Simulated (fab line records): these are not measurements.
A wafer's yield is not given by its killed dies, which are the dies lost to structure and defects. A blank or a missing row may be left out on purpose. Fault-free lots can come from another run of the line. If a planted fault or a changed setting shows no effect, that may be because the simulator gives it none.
Matching of chambers || flow n5_finfet || N5_BEOL_M0_STRIP_140 on rie_diel-03 has 4 sister chambers
The step strips in CF4. 16 wafers are shown with their chamber, then 8 later ones without.

== EACH WAFER AND ITS CHAMBER ==
{"wafer": "L075.2", "chamber": 3, "showerhead_plenum_p_Torr (Torr)": 1.86, "drypump_motor_current_A (A)": 5.5, "throttle_valve_pct (%)": 13.96}
{"wafer": "L075.5", "chamber": 1, "showerhead_plenum_p_Torr (Torr)": 1.75, "drypump_motor_current_A (A)": 5.9, "throttle_valve_pct (%)": 13.89}
{"wafer": "L075.6", "chamber": 3, "showerhead_plenum_p_Torr (Torr)": 1.86, "drypump_motor_current_A (A)": 5.5, "throttle_valve_pct (%)": 13.94}
{"wafer": "L078.4", "chamber": 3, "showerhead_plenum_p_Torr (Torr)": 1.85, "drypump_motor_current_A (A)": 5.5, "throttle_valve_pct (%)": 13.96}
{"wafer": "L078.5", "chamber": 2, "showerhead_plenum_p_Torr (Torr)": 1.81, "drypump_motor_current_A (A)": 5.8, "throttle_valve_pct (%)": 13.13}
{"wafer": "L078.6", "chamber": 0, "showerhead_plenum_p_Torr (Torr)": 1.79, "drypump_motor_current_A (A)": 6.3, "throttle_valve_pct (%)": 14.11}
{"wafer": "L080.2", "chamber": 3, "showerhead_plenum_p_Torr (Torr)": 1.85, "drypump_motor_current_A (A)": 5.5, "throttle_valve_pct (%)": 13.96}
{"wafer": "L080.3", "chamber": 0, "showerhead_plenum_p_Torr (Torr)": 1.79, "drypump_motor_current_A (A)": 6.3, "throttle_valve_pct (%)": 14.12}
{"wafer": "L080.6", "chamber": 3, "showerhead_plenum_p_Torr (Torr)": 1.85, "drypump_motor_current_A (A)": 5.5, "throttle_valve_pct (%)": 13.97}
{"wafer": "L084.1", "chamber": 2, "showerhead_plenum_p_Torr (Torr)": 1.81, "drypump_motor_current_A (A)": 5.8, "throttle_valve_pct (%)": 13.15}
{"wafer": "L084.2", "chamber": 0, "showerhead_plenum_p_Torr (Torr)": 1.79, "drypump_motor_current_A (A)": 6.2, "throttle_valve_pct (%)": 13.56}
{"wafer": "L084.4", "chamber": 1, "showerhead_plenum_p_Torr (Torr)": 1.75, "drypump_motor_current_A (A)": 5.8, "throttle_valve_pct (%)": 13.33}
{"wafer": "L085.2", "chamber": 3, "showerhead_plenum_p_Torr (Torr)": 1.85, "drypump_motor_current_A (A)": 5.5, "throttle_valve_pct (%)": 14.01}
{"wafer": "L085.3", "chamber": 2, "showerhead_plenum_p_Torr (Torr)": 1.80, "drypump_motor_current_A (A)": 5.8, "throttle_valve_pct (%)": 13.17}
{"wafer": "L085.6", "chamber": 3, "showerhead_plenum_p_Torr (Torr)": 1.85, "drypump_motor_current_A (A)": 5.5, "throttle_valve_pct (%)": 14.00}
{"wafer": "L090.2", "chamber": 2, "showerhead_plenum_p_Torr (Torr)": 1.80, "drypump_motor_current_A (A)": 5.8, "throttle_valve_pct (%)": 13.19}

SIGNATURES (averages over the wafers above)
{"reading": "showerhead_plenum_p_Torr", "chamber 0": 1.7900, "chamber 1": 1.7500, "chamber 2": 1.8050, "chamber 3": 1.8529, "scatter within a chamber": 0.0045}
{"reading": "drypump_motor_current_A", "chamber 0": 6.267, "chamber 1": 5.850, "chamber 2": 5.800, "chamber 3": 5.500, "scatter within a chamber": 0.0312}
{"reading": "throttle_valve_pct", "chamber 0": 13.9300, "chamber 1": 13.6100, "chamber 2": 13.1600, "chamber 3": 13.9714, "scatter within a chamber": 0.175}
Rule: distance of a wafer from a chamber = root of the sum over the readings of ((wafer's reading minus chamber's mean) / reading's scatter) squared. The wafer belongs to the nearest chamber; if the next one is less than 2 further off, it can't be placed. The scatter is the square root of a quotient: the sum, over the shown wafers, of each reading's squared deviation from its chamber's mean, divided by wafers minus chambers.

== WAFERS MISSING THEIR CHAMBER ==
{"wafer": "L090.3", "showerhead_plenum_p_Torr (Torr)": 1.74, "drypump_motor_current_A (A)": 5.9, "throttle_valve_pct (%)": 13.34}
{"wafer": "L090.5", "showerhead_plenum_p_Torr (Torr)": 1.80, "drypump_motor_current_A (A)": 5.8, "throttle_valve_pct (%)": 13.18}
{"wafer": "L093.2", "showerhead_plenum_p_Torr (Torr)": 1.80, "drypump_motor_current_A (A)": 5.8, "throttle_valve_pct (%)": 13.23}
{"wafer": "L093.3", "showerhead_plenum_p_Torr (Torr)": 1.85, "drypump_motor_current_A (A)": 5.5, "throttle_valve_pct (%)": 13.44}
{"wafer": "L093.6", "showerhead_plenum_p_Torr (Torr)": 1.74, "drypump_motor_current_A (A)": 5.9, "throttle_valve_pct (%)": 13.38}
{"wafer": "L094.2", "showerhead_plenum_p_Torr (Torr)": 1.78, "drypump_motor_current_A (A)": 6.2, "throttle_valve_pct (%)": 13.63}
{"wafer": "L094.3", "showerhead_plenum_p_Torr (Torr)": 1.85, "drypump_motor_current_A (A)": 5.5, "throttle_valve_pct (%)": 13.46}
{"wafer": "L094.5", "showerhead_plenum_p_Torr (Torr)": 1.74, "drypump_motor_current_A (A)": 5.9, "throttle_valve_pct (%)": 13.40}

== WHICH CHAMBER EACH WENT THROUGH ==
{"wafer": "L090.3", "from the rows above": 1, "in truth": 1}
{"wafer": "L090.5", "from the rows above": 2, "in truth": 2}
{"wafer": "L093.2", "from the rows above": 2, "in truth": 2}
{"wafer": "L093.3", "from the rows above": 3, "in truth": 3}
{"wafer": "L093.6", "from the rows above": 1, "in truth": 1}
{"wafer": "L094.2", "from the rows above": 0, "in truth": 0}
{"wafer": "L094.3", "from the rows above": 3, "in truth": 3}
{"wafer": "L094.5", "from the rows above": 1, "in truth": 1}
Correct placement for 8 of the 8. Not placeable from these rows: 0. Placed wrongly: 0.
